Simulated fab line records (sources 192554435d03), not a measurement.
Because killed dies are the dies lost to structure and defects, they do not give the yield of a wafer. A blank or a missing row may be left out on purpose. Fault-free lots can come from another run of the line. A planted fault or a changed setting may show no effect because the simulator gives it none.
What tool caused it? + flow n5Finfet + 10 lots, 30 wafers sampled, at 5 steps of a route of 1938

WHAT EACH GAUGE READ, for each wafer
The record lacks any reading of a measuring or inspecting step that a usual standard deviation could be used to judge.

TOOL THAT RAN EACH LOT (tool first, then ch and the chambers of the sampled wafers, then the start)
| lot  | N5_BEOL_M5_PRE_CLEAN_45     | N5_MIM_BOT_ETCH_ETCH_03          | N5_PASSIVATION_STRIP_14           | N5_PASSIVATION_ETCH_54            | N5_PASSIVATION_PROBE_49 |
|------|-----------------------------|----------------------------------|-----------------------------------|-----------------------------------|-------------------------|
| L538 | pvdSputter-01, day 9 00:37  | rieMetal-03 ch 1, day 12 16:52   | rieDiel-03 ch 0,3, day 12 18:48   | rieDiel-01 ch 1,2,3, day 12 22:39 | -                       |
| L540 | pvdSputter-03, day 9 09:32  | rieMetal-02 ch 0,1, day 13 02:40 | rieDiel-06 ch 1,2,3, day 13 04:49 | rieDiel-05 ch 0,1,2, day 13 08:21 | -                       |
| L542 | pvdSputter-01, day 9 16:11  | rieMetal-01 ch 1, day 13 22:18   | rieDiel-03 ch 0,1,2, day 14 01:07 | rieDiel-05 ch 1,3, day 14 04:27   | -                       |
| L544 | pvdSputter-01, day 10 17:02 | rieMetal-02 ch 0,1, day 14 03:25 | rieDiel-06 ch 2,3, day 14 07:06   | rieDiel-04 ch 2,3, day 14 11:08   | -                       |
| L545 | pvdSputter-01, day 11 00:49 | rieMetal-02 ch 0,1, day 14 06:41 | rieDiel-06 ch 1,2,3, day 14 11:16 | rieDiel-05 ch 0,1, day 14 14:28   | prober-02, day 14 17:18 |
| L550 | pvdSputter-01, day 13 08:40 | rieMetal-01 ch 0,1, day 16 20:56 | rieDiel-06 ch 0,2, day 16 23:32   | rieDiel-05 ch 0,1,3, day 17 03:08 | prober-01, day 17 05:58 |
| L547 | pvdSputter-02, day 13 20:14 | rieMetal-01 ch 0,1, day 17 14:16 | rieDiel-03 ch 1,2,3, day 17 18:04 | rieDiel-04 ch 0,1,3, day 17 21:32 | -                       |
| L551 | pvdSputter-03, day 14 01:20 | rieMetal-03 ch 1, day 18 01:31   | rieDiel-02 ch 0,2, day 18 04:35   | rieDiel-04 ch 0,1,3, day 18 07:55 | -                       |
| L557 | pvdSputter-02, day 14 23:33 | rieMetal-01 ch 0,1, day 18 14:01 | rieDiel-02 ch 0,1, day 18 16:27   | rieDiel-01 ch 0,1,2, day 18 20:01 | -                       |
| L560 | pvdSputter-03, day 16 07:18 | rieMetal-01 ch 0,1, day 20 05:38 | rieDiel-02 ch 0,1, day 20 09:50   | rieDiel-05 ch 0,1,2, day 20 13:11 | -                       |
- N5_BEOL_M5_PRE_CLEAN_45: time 30 s.
- N5_MIM_BOT_ETCH_ETCH_03: etches the open film in Cl2/BCl3, target depth 12 nm.
- N5_PASSIVATION_STRIP_14: strips in O2.
- N5_PASSIVATION_ETCH_54: etches SiO2 in CHF3/O2, target depth 880 nm, time 440 s.
- N5_PASSIVATION_PROBE_49

AS READ BY THE TOOLS THEMSELVES (means over the sampled wafers that have a number; for cases with no such wafer, the mark the record gives instead)
N5_BEOL_M5_PRE_CLEAN_45. Usual: heaterPowerW 349 W, standard deviation 41; susceptorTempC 250.00 C, standard deviation 0.18.
| lot  | tool          | heaterPowerW (W) | susceptorTempC (C) | flag |
|------|---------------|------------------|--------------------|------|
| L538 | pvdSputter-01 | 333              | 249.94             |      |
| L540 | pvdSputter-03 | 348              | 250.08             |      |
| L542 | pvdSputter-01 | 383              | 250.00             |      |
| L544 | pvdSputter-01 | 325              | 249.85             |      |
| L545 | pvdSputter-01 | 354              | 250.02             |      |
| L550 | pvdSputter-01 | 329              | 250.05             |      |
| L547 | pvdSputter-02 | 400              | 250.12             |      |
| L551 | pvdSputter-03 | 312              | 249.96             |      |
| L557 | pvdSputter-02 | 376              | 249.98             |      |
| L560 | pvdSputter-03 | 336              | 250.05             |      |

N5_MIM_BOT_ETCH_ETCH_03. Usual: drypumpMotorCurrentA 5.95 A, standard deviation 0.13; oesProductAu 0.82 a.u., standard deviation 0.073; throttleValvePct 27.43 %, standard deviation 0.25.
| lot  | tool        | drypumpMotorCurrentA (A) | oesProductAu (a.u.) | throttleValvePct (%) | flag |
|------|-------------|--------------------------|---------------------|----------------------|------|
| L538 | rieMetal-03 | 5.97                     | 0.88                | 27.29                |      |
| L540 | rieMetal-02 | 5.92                     | 0.75                | 27.45                |      |
| L542 | rieMetal-01 | 5.89                     | 0.82                | 27.24                |      |
| L544 | rieMetal-02 | 6.03                     | 0.76                | 27.61                |      |
| L545 | rieMetal-02 | 6.03                     | 0.75                | 27.61                |      |
| L550 | rieMetal-01 | 6.00                     | 0.90                | 27.18                |      |
| L547 | rieMetal-01 | 6.00                     | 0.90                | 27.19                |      |
| L551 | rieMetal-03 | 5.97                     | 0.84                | 27.32                |      |
| L557 | rieMetal-01 | 6.00                     | 0.87                | 27.19                |      |
| L560 | rieMetal-01 | 5.97                     | 0.86                | 27.20                |      |

N5_PASSIVATION_STRIP_14. Usual: drypumpMotorCurrentA 5.6 A, standard deviation 0.49; o2FlowSccm 224.9 sccm, standard deviation 0.67; oesProductAu 0.80 a.u., standard deviation 0.092; rfVppV 3.6 V, standard deviation 0.84; showerheadPlenumPTorr 2.10 Torr, standard deviation 0.084; throttleValvePct 16.67 %, standard deviation 0.22.
| lot  | tool       | drypumpMotorCurrentA (A) | o2FlowSccm (sccm) | oesProductAu (a.u.) | rfVppV (V) | showerheadPlenumPTorr (Torr) | throttleValvePct (%) | flag |
|------|------------|--------------------------|-------------------|---------------------|------------|------------------------------|----------------------|------|
| L538 | rieDiel-03 | 5.2                      | 224.9             | 0.84                | 3.3        | 2.17                         | 16.51                |      |
| L540 | rieDiel-06 | 5.9                      | 225.3             | 0.70                | 4.1        | 2.07                         | 16.89                |      |
| L542 | rieDiel-03 | 5.3                      | 224.8             | 0.90                | 3.8        | 2.14                         | 16.49                |      |
| L544 | rieDiel-06 | 6.1                      | 225.0             | 0.71                | 4.6        | 2.02                         | 16.72                |      |
| L545 | rieDiel-06 | 5.8                      | 225.2             | 0.69                | 3.8        | 2.07                         | 16.91                |      |
| L550 | rieDiel-06 | 6.0                      | 224.7             | 0.75                | 4.3        | 2.01                         | 16.61                |      |
| L547 | rieDiel-03 | 5.6                      | 224.8             | 0.86                | 4.3        | 2.19                         | 16.54                |      |
| L551 | rieDiel-02 | 5.9                      | 224.9             | 0.73                | 3.7        | 2.13                         | 16.84                |      |
| L557 | rieDiel-02 | 6.1                      | 224.5             | 0.81                | 3.1        | 2.09                         | 16.55                |      |
| L560 | rieDiel-02 | 6.1                      | 225.2             | 0.80                | 4.3        | 2.09                         | 16.58                |      |

N5_PASSIVATION_ETCH_54. Usual: drypumpMotorCurrentA 6.0 A, standard deviation 0.45; oesProductAu 0.79 a.u., standard deviation 0.074; rfVppV 524 V, standard deviation 4.9; showerheadPlenumPTorr 2.41 Torr, standard deviation 0.065; throttleValvePct 18.89 %, standard deviation 0.2.
| lot  | tool       | drypumpMotorCurrentA (A) | oesProductAu (a.u.) | rfVppV (V) | showerheadPlenumPTorr (Torr) | throttleValvePct (%) | flag |
|------|------------|--------------------------|---------------------|------------|------------------------------|----------------------|------|
| L538 | rieDiel-01 | 5.2                      | 0.80                | 524        | 2.42                         | 18.88                |      |
| L540 | rieDiel-05 | 6.1                      | 0.75                | 523        | 2.47                         | 18.95                |      |
| L542 | rieDiel-05 | 6.4                      | 0.75                | 519        | 2.37                         | 18.85                |      |
| L544 | rieDiel-04 | 5.5                      | 0.73                | 523        | 2.41                         | 19.06                |      |
| L545 | rieDiel-05 | 6.0                      | 0.76                | 525        | 2.48                         | 18.90                |      |
| L550 | rieDiel-05 | 6.1                      | 0.74                | 522        | 2.40                         | 18.97                |      |
| L547 | rieDiel-04 | 6.0                      | 0.82                | 528        | 2.41                         | 18.72                |      |
| L551 | rieDiel-04 | 6.0                      | 0.82                | 527        | 2.41                         | 18.71                |      |
| L557 | rieDiel-01 | 5.7                      | 0.87                | 528        | 2.38                         | 18.70                |      |
| L560 | rieDiel-05 | 6.1                      | 0.79                | 523        | 2.45                         | 18.91                |      |

N5_PASSIVATION_PROBE_49. Usual: defectLimitedYield 91.6 %, standard deviation 1.6; killed_at_M0_to_M3 32, standard deviation 9.7; killed_at_M4_up 13, standard deviation 4.4; killedAtContacts 12, standard deviation 6.5; killedAtFrontEnd 38, standard deviation 12; killedAtOther 3.7, standard deviation 3; killedDies 99, standard deviation 18; killedOpen 66, standard deviation 14; killedShort 32, standard deviation 7.5; sort_bin_5_function 4.9 %, standard deviation 1; sort_bin_6_memory 3.2 %, standard deviation 0.73; sortNPass 1081, standard deviation 18; sortYieldPct 91.6 %, standard deviation 1.6.
| lot  | tool      | defectLimitedYield (%) | killed_at_M0_to_M3 | killed_at_M4_up | killedAtContacts | killedAtFrontEnd | killedAtOther | killedDies | killedOpen | killedShort | sort_bin_5_function (%) | sort_bin_6_memory (%) | sortNPass | sortYieldPct (%) | flag |
|------|-----------|------------------------|--------------------|-----------------|------------------|------------------|---------------|------------|------------|-------------|-------------------------|-----------------------|-----------|------------------|------|
| L545 | prober-02 | 89.5                   | 43                 | 8               | 17               | 54               | 2.3           | 124        | 77         | 47          | 6.7                     | 3.6                   | 1056      | 89.5             |      |
| L550 | prober-01 | 89.1                   | 31                 | 52              | 11               | 31               | 3.3           | 128        | 64         | 22          | 6.3                     | 3.7                   | 1052      | 89.1             | OFF  |

THE ANSWER, worked out from the rows above alone
Rule: a lot is off if the mean of its wafers that have a number lies more than 3 standard deviations from the usual mean. A lot without any number at a reading at which 4 lots or more have one is off too. The other lots that the step has rows for count as sound. First the gauges in route order, then the tools' own readings, where a lot's mean is used as printed above. At the first step where some lot is off, the reading lying furthest off is the one used; lots without a number count as furthest.
Off at N5_PASSIVATION_PROBE_49 (killed_at_M4_up): L550. Neither off nor sound, because the step has no rows for them: L538, L540, L542, L544, L547, L551, L557, L560.
If a tool, at that step or one of the process steps before it, ran each lot that is off and ran no sound lot following the first of them, it fits. Can't be told from this: 5 tools fit, pvdSputter-01 at N5_BEOL_M5_PRE_CLEAN_45, rieMetal-01 at N5_MIM_BOT_ETCH_ETCH_03, rieDiel-06 at N5_PASSIVATION_STRIP_14, rieDiel-05 at N5_PASSIVATION_ETCH_54, prober-01 at N5_PASSIVATION_PROBE_49.

WHAT THE SIMULATOR HAD PUT IN
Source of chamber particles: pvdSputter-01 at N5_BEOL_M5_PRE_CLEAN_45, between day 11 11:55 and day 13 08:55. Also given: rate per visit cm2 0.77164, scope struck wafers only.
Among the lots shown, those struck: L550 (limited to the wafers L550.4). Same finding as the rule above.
